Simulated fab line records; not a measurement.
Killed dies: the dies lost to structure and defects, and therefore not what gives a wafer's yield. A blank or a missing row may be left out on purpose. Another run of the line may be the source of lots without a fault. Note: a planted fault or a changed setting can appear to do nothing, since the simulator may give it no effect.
fab line records | flow nandHarc
record lots=6 wafers=18 lastDay=24
route steps=1159 shown A_ONON_D1@426 END@1159
lots untouched by any fault: they come from a run of this same line in which no faults occurred
startH: hours from the record's first day to the start of the lot's first wafer shown | waitH: how many hours have passed since the lot's step before this one | " repeats the value in the row above | L1.1+2: a single row standing in for several wafers | - no value, or no start given | * or withheld: withheld | < > ~ a bound
route shown NAME@n: a module of which the file shows steps, and the number in the route of the first | usual: the fault-free wafers' mean and standard deviation | same: alike in all rows | chamber/n: place in a boat | sites: the reading at each site | _std_site: how widely they spread, as a standard deviation | _edge_site: outer sites' mean less inner sites' | radiusMm: for every site, how far away it sits from the centre of the wafer | mask NAME#n: copy n | behind: tool/chamber where the wafer was last shaped | hold: reason for holding the lot/hours on hold/outcome of the hold | device: the n, p or np transistor that did not switch | end of line: the tests these same wafers got at the end of their route | a step with no rows: only its recipe | killed: not the wafer's yield, but the dies lost to structure and defects at the first sort | map: shows each die of a wafer: x if killed, . if not, _ if none is there
set.NAME: setting as actually run; set.NAME@STEP: the setting as run at that earlier step | model.NAME: the simulator's own value behind a step, which no gauge read
lots at some steps of the route; a table a step, a row a wafer
services: a tool's chamber out of use, with start hour (startH, from the record's first day; less than 0 if before it), hours out, and reason
## steps
# step NHARC_A_ONON_D1_DEP_03
# recipe targetThkA=10000 n2FlowSccm=2750 n2oFlowSccm=2000 nh3FlowSccm=500 sih4FlowSccm=210 tempC=400
# step NHARC_A_ONON_D1_THK_MEAS_05
# recipe thkMeasGauge=ellipsometry
# usual thkNm=1003/8.1
# columns lot.wafer tool chamber startH waitH thkNm
L283.3 filmMetro-02 - 230.15 - 1011
L283.5 " - " " 1012
L283.6 " - " " 1011
L285.2 filmMetro-01 - 230.16 - 1002
L285.5 " - " " 1003
L285.6 " - " " 1003
L282.2 filmMetro-02 - 236.87 - 1012
L282.4 " - " " 1014
L282.5 " - " " 1013
L286.1 filmMetro-02 - 249.40 - 1007
L286.3 " - " " 1007
L286.6 " - " " 1006
L291.3 filmMetro-02 - 276.96 - 997
L291.4 " - " " 997
L291.6 " - " " 998
L293.4 filmMetro-01 - 291.01 - 997
L293.5 " - " " 995
L293.6 " - " " 996
# step NHARC_A_ONON_D1_DEP_06
# recipe targetThkA=10000 n2FlowSccm=2750 n2oFlowSccm=2000 nh3FlowSccm=500 sih4FlowSccm=210 tempC=400
# step NHARC_A_ONON_D1_THK_MEAS_08
# recipe thkMeasGauge=ellipsometry
# usual thkNm=1002/12
# columns lot.wafer tool chamber startH waitH thkNm
L283.3 filmMetro-02 - 230.72 - 1006
L283.5 " - " " 1006
L283.6 " - " " 1007
L285.2 filmMetro-02 - 230.72 - 1016
L285.5 " - " " 1018
L285.6 " - " " 1018
L282.2 filmMetro-01 - 237.44 - 999
L282.4 " - " " 999
L282.5 " - " " 1000
L286.1 filmMetro-02 - 249.97 - 1006
L286.3 " - " " 1002
L286.6 " - " " 1004
L291.3 filmMetro-01 - 277.52 - 988
L291.4 " - " " 989
L291.6 " - " " 988
L293.4 filmMetro-01 - 291.58 - 1001
L293.5 " - " " 1000
L293.6 " - " " 1001
# step NHARC_A_ONON_D1_DEP_09
# recipe targetThkA=10000 n2FlowSccm=2750 n2oFlowSccm=2000 nh3FlowSccm=500 sih4FlowSccm=210 tempC=400
# step NHARC_A_ONON_D1_THK_MEAS_11
# recipe thkMeasGauge=ellipsometry
# usual thkNm=1002/10
# columns lot.wafer tool chamber startH waitH thkNm
L283.3 filmMetro-02 - 231.29 - 1005
L283.5 " - " " 1008
L283.6 " - " " 1004
L285.2 filmMetro-01 - 231.29 - 996
L285.5 " - " " 996
L285.6 " - " " 996
L282.2 filmMetro-01 - 238.00 - 991
L282.4 " - " " 991
L282.5 " - " " 991
L286.1 filmMetro-02 - 250.54 - 1009
L286.3 " - " " 1011
L286.6 " - " " 1011
L291.3 filmMetro-01 - 278.09 - 1003
L291.4 " - " " 1002
L291.6 " - " " 1003
L293.4 filmMetro-02 - 292.14 - 994
L293.5 " - " " 996
L293.6 " - " " 993
# step NHARC_A_ONON_D1_DEP_12
# recipe targetThkA=10000 n2FlowSccm=2750 n2oFlowSccm=2000 nh3FlowSccm=500 sih4FlowSccm=210 tempC=400
# step NHARC_A_ONON_D1_THK_MEAS_14
# recipe thkMeasGauge=ellipsometry
# usual thkNm=998/6.7
# columns lot.wafer tool chamber startH waitH thkNm
L283.3 filmMetro-02 - 231.85 - 990
L283.5 " - " " 991
L283.6 " - " " 993
L285.2 filmMetro-02 - 231.86 - 995
L285.5 " - " " 996
L285.6 " - " " 993
L282.2 filmMetro-02 - 238.56 - 997
L282.4 " - " " 998
L282.5 " - " " 998
L286.1 filmMetro-01 - 251.11 - 996
L286.3 " - " " 995
L286.6 " - " " 998
L291.3 filmMetro-01 - 278.66 - 992
L291.4 " - " " 993
L291.6 " - " " 993
L293.4 filmMetro-02 - 292.71 - 990
L293.5 " - " " 989
L293.6 " - " " 991
# step NHARC_A_ONON_D1_ANNEAL_15
# recipe tempC=750 timeS=3600
# step NHARC_A_ONON_D1_DEP_16
# recipe targetThkA=10000 n2FlowSccm=2750 n2oFlowSccm=2000 nh3FlowSccm=500 sih4FlowSccm=210 tempC=400
# step NHARC_A_ONON_D1_THK_MEAS_18
# recipe thkMeasGauge=ellipsometry
# usual thkNm=1003/9.6
# columns lot.wafer tool chamber startH waitH thkNm
L283.3 filmMetro-01 - 238.95 - 1016
L283.5 " - " " 1018
L283.6 " - " " 1015
L285.2 filmMetro-02 - 238.96 - 999
L285.5 " - " " 998
L285.6 " - " " 998
L282.2 filmMetro-02 - 245.62 - 995
L282.4 " - " " 996
L282.5 " - " " 994
L286.1 filmMetro-01 - 261.09 - 1010
L286.3 " - " " 1009
L286.6 " - " " 1011
L291.3 filmMetro-02 - 285.68 - 1009
L291.4 " - " " 1009
L291.6 " - " " 1009
L293.4 filmMetro-02 - 302.43 - 998
L293.5 " - " " 998
L293.6 " - " " 998
# step NHARC_A_ONON_D1_DEP_19
# recipe targetThkA=10000 n2FlowSccm=2750 n2oFlowSccm=2000 nh3FlowSccm=500 sih4FlowSccm=210 tempC=400
# columns lot.wafer tool chamber startH waitH
L285.2+5+6 pecvdOnon-02 0 239.07 0.1
L283.3+5+6 pecvdOnon-03 0 239.12 0.2
L282.2+4+5 pecvdOnon-03 0 245.73 0.1
L286.1+3+6 pecvdOnon-04 0 261.15 0.1
L291.3+4+6 pecvdOnon-02 0 285.85 0.2
L293.4+5+6 pecvdOnon-03 0 302.66 0.2
# step NHARC_A_ONON_D1_THK_MEAS_21
# recipe thkMeasGauge=ellipsometry
# usual thkNm=1000/9.6
# columns lot.wafer tool chamber startH waitH thkNm
L283.3 filmMetro-01 - 239.51 - 545
L283.5 " - " " 545
L283.6 " - " " 544
L285.2 filmMetro-02 - 239.53 - 1000
L285.5 " - " " 1000
L285.6 " - " " 1001
L282.2 filmMetro-01 - 246.21 - 528
L282.4 " - " " 526
L282.5 " - " " 525
L286.1 filmMetro-02 - 261.66 - 1001
L286.3 " - " " 1002
L286.6 " - " " 999
L291.3 filmMetro-02 - 286.25 - 1002
L291.4 " - " " 1002
L291.6 " - " " 1001
L293.4 filmMetro-02 - 303.00 - 1008
L293.5 " - " " 1005
L293.6 " - " " 1007
# step NHARC_A_ONON_D1_DEP_22
# recipe targetThkA=10000 n2FlowSccm=2750 n2oFlowSccm=2000 nh3FlowSccm=500 sih4FlowSccm=210 tempC=400
# step NHARC_END_SORT_01
# recipe tempC=25
# usual killedAtArray=26/10 killedAtOther=0.8/1.1 killedAtPeriphery=3.3/2.6 killedDies=30/11 killedOpen=3.4/1.8 killedShort=2.0/1.3
# same grossDies=677
# columns lot.wafer tool chamber startH waitH killedAtArray killedAtOther killedAtPeriphery killedDies killedOpen killedShort
L283.3 prober-01 0 500.58 3.1 675 0 2 677 3 2
L283.5 prober-01 0 502.17 3.7 676 0 1 677 4 1
L283.6 prober-01 0 502.96 4.0 675 0 2 677 3 3
L282.2 prober-01 0 515.43 2.8 676 0 1 677 3 0
L282.4 prober-01 0 517.03 3.4 673 1 3 677 2 3
L282.5 prober-01 0 517.83 3.7 671 0 6 677 4 5
L293.4 prober-01 0 566.32 3.4 25 1 14 40 3 4
L293.5 prober-01 0 567.12 3.7 20 2 8 30 4 2
L293.6 prober-01 0 567.92 4.0 24 0 11 35 6 3
# killed by level:class
L283.3 A_ONON_D1:areaDep=664 A_CHANNEL_HOLE_D1:chamberFilmFlake=4 A_CONTACT:chamberFilmFlake=3 A_CONTACT:geometricParticle:open=2 P_M1:geometricParticle:short=1 A_CONTACT:geometricParticle:short=1 A_BLC:geometricParticle:open=1 P_ZERO_WELL:chamberFilmFlake=1
L283.5 A_ONON_D1:areaDep=662 A_CHANNEL_HOLE_D1:chamberFilmFlake=8 P_M1:geometricParticle:open=1 A_WL_FILL:geometricParticle:short=1 A_WL_FILL:geometricParticle:open=1 A_BLC:geometricParticle:open=1 A_M1:geometricParticle:open=1 A_ZERO_WELL:chamberFilmFlake=1
L283.6 A_ONON_D1:areaDep=662 A_CHANNEL_HOLE_D1:chamberFilmFlake=4 A_CONTACT:chamberFilmFlake=3 P_CONTACT:geometricParticle:open=1 A_ONON_D1:geometricParticle:short=1 A_SGD_CUT:geometricParticle:open=1 A_CONTACT:geometricParticle:open=1 A_BLC:geometricParticle:short=1
L282.2 A_ONON_D1:areaDep=627 A_SLIT:chamberFilmFlake=19 A_CHANNEL_HOLE_D1:chamberFilmFlake=17 A_CONTACT:chamberFilmFlake=8 A_STAIRCASE:chamberFilmFlake=2 A_CONTACT:geometricParticle:open=1 A_BLC:geometricParticle:open=1 A_M1:geometricParticle:open=1
L282.4 A_ONON_D1:areaDep=644 A_SLIT:chamberFilmFlake=12 A_CHANNEL_HOLE_D1:chamberFilmFlake=7 A_STAIRCASE:chamberFilmFlake=4 A_CONTACT:chamberFilmFlake=3 P_CONTACT:geometricParticle:short=1 P_M1:geometricParticle:short=1 A_CONTACT:geometricParticle:open=1
L282.5 A_ONON_D1:areaDep=629 A_SLIT:chamberFilmFlake=17 A_CHANNEL_HOLE_D1:chamberFilmFlake=11 A_CONTACT:chamberFilmFlake=4 A_STAIRCASE:chamberFilmFlake=3 P_M0:geometricParticle:open=2 A_CHANNEL_FILL_D1:geometricParticle:open=2 A_WL_FILL:geometricParticle:short=2
L293.4 A_CHANNEL_HOLE_D1:chamberFilmFlake=11 P_BONDPAD:chamberFilmFlake=7 P_M0:chamberFilmFlake=4 A_WL_FILL:chamberFilmFlake=3 A_CONTACT:chamberFilmFlake=3 A_SGD_CUT:chamberFilmFlake=2 A_SLIT:chamberFilmFlake=2 P_GATE:geometricParticle:open=1
L293.5 A_CHANNEL_HOLE_D1:chamberFilmFlake=11 P_BONDPAD:chamberFilmFlake=3 P_M0:chamberFilmFlake=3 A_WL_FILL:chamberFilmFlake=3 A_CONTACT:geometricParticle:open=2 STARTING-WAFER:geometricParticle:short=2 A_STAIRCASE:chamberFilmFlake=2 P_CONTACT:geometricParticle:open=1
L293.6 A_CHANNEL_HOLE_D1:chamberFilmFlake=7 A_SGD_CUT:chamberFilmFlake=5 A_WL_FILL:chamberFilmFlake=3 P_CONTACT:geometricParticle:open=2 A_SGD_CUT:geometricParticle:open=2 A_M0:geometricParticle:short=2 P_GATE:chamberFilmFlake=2 P_M0:chamberFilmFlake=2
# map L282.2 (x killed, . not)
____________x____________
_________xxxxxxx_________
_______xxxxxxxxxxx_______
______xxxxxxxxxxxxx______
_____xxxxxxxxxxxxxxx_____
____xxxxxxxxxxxxxxxxx____
____xxxxxxxxxxxxxxxxx____
___xxxxxxxxxxxxxxxxxxx___
___xxxxxxxxxxxxxxxxxxx___
__xxxxxxxxxxxxxxxxxxxxx__
__xxxxxxxxxxxxxxxxxxxxx__
_xxxxxxxxxxxxxxxxxxxxxxx_
_xxxxxxxxxxxxxxxxxxxxxxx_
_xxxxxxxxxxxxxxxxxxxxxxx_
_xxxxxxxxxxxxxxxxxxxxxxx_
_xxxxxxxxxxxxxxxxxxxxxxx_
xxxxxxxxxxxxxxxxxxxxxxxxx
xxxxxxxxxxxxxxxxxxxxxxxxx
xxxxxxxxxxxxxxxxxxxxxxxxx
xxxxxxxxxxxxxxxxxxxxxxxxx
xxxxxxxxxxxxxxxxxxxxxxxxx
_xxxxxxxxxxxxxxxxxxxxxxx_
_xxxxxxxxxxxxxxxxxxxxxxx_
_xxxxxxxxxxxxxxxxxxxxxxx_
_xxxxxxxxxxxxxxxxxxxxxxx_
_xxxxxxxxxxxxxxxxxxxxxxx_
__xxxxxxxxxxxxxxxxxxxxx__
__xxxxxxxxxxxxxxxxxxxxx__
___xxxxxxxxxxxxxxxxxxx___
___xxxxxxxxxxxxxxxxxxx___
____xxxxxxxxxxxxxxxxx____
____xxxxxxxxxxxxxxxxx____
_____xxxxxxxxxxxxxxx_____
______xxxxxxxxxxxxx______
_______xxxxxxxxxxx_______
_________xxxxxxx_________
____________x____________
# map L283.3 (x killed, . not)
____________x____________
_________xxxxxxx_________
_______xxxxxxxxxxx_______
______xxxxxxxxxxxxx______
_____xxxxxxxxxxxxxxx_____
____xxxxxxxxxxxxxxxxx____
____xxxxxxxxxxxxxxxxx____
___xxxxxxxxxxxxxxxxxxx___
___xxxxxxxxxxxxxxxxxxx___
__xxxxxxxxxxxxxxxxxxxxx__
__xxxxxxxxxxxxxxxxxxxxx__
_xxxxxxxxxxxxxxxxxxxxxxx_
_xxxxxxxxxxxxxxxxxxxxxxx_
_xxxxxxxxxxxxxxxxxxxxxxx_
_xxxxxxxxxxxxxxxxxxxxxxx_
_xxxxxxxxxxxxxxxxxxxxxxx_
xxxxxxxxxxxxxxxxxxxxxxxxx
xxxxxxxxxxxxxxxxxxxxxxxxx
xxxxxxxxxxxxxxxxxxxxxxxxx
xxxxxxxxxxxxxxxxxxxxxxxxx
xxxxxxxxxxxxxxxxxxxxxxxxx
_xxxxxxxxxxxxxxxxxxxxxxx_
_xxxxxxxxxxxxxxxxxxxxxxx_
_xxxxxxxxxxxxxxxxxxxxxxx_
_xxxxxxxxxxxxxxxxxxxxxxx_
_xxxxxxxxxxxxxxxxxxxxxxx_
__xxxxxxxxxxxxxxxxxxxxx__
__xxxxxxxxxxxxxxxxxxxxx__
___xxxxxxxxxxxxxxxxxxx___
___xxxxxxxxxxxxxxxxxxx___
____xxxxxxxxxxxxxxxxx____
____xxxxxxxxxxxxxxxxx____
_____xxxxxxxxxxxxxxx_____
______xxxxxxxxxxxxx______
_______xxxxxxxxxxx_______
_________xxxxxxx_________
____________x____________
## services
# columns tool chamber startH hours kind
pecvdOnon-04 - 237.28 13.0 pm
pecvdOnon-02 - 292.00 13.0 pm
## key
firstSign step=NHARC_A_ONON_D1_THK_MEAS_21 reading=thkNm direction=down sigmas=48 usual=1000 struck=536
effect step=NHARC_END_SORT_01 reading=killedAtArray direction=up sigmas=62 usual=26 struck=674
moreKillsBornAt NHARC_A_ONON_D1_DEP_19@pecvdOnon-03=3888
metAt NHARC_A_ONON_D1_DEP_19
struckWafers L282.2,L282.4,L282.5,L283.3,L283.5,L283.6
laterRowsLeftOut L282.2,L282.4,L282.5,L283.3,L283.5,L283.6
testerLeftOut L282,L283
fault kind=processParameterDrift tool=pecvdOnon-03 chamber=0 onsetH=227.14 steps=NHARC_A_ONON_D1_DEP_19 channel=targetThkA offset=* shape=step endH=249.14 actsIn=* stated=*
# testerLeftOut: of these lots the tester's yield and bins aren't shown, on N5 and GAA mostly nor the transistor test; their killed dies are dies lost to structure and defects alone, not to doping, threshold or leakage, so they don't give the yield
# laterRowsLeftOut: the simulator's readings of these wafers behind a module that went badly wrong aren't trusted and aren't shown, but for the sort
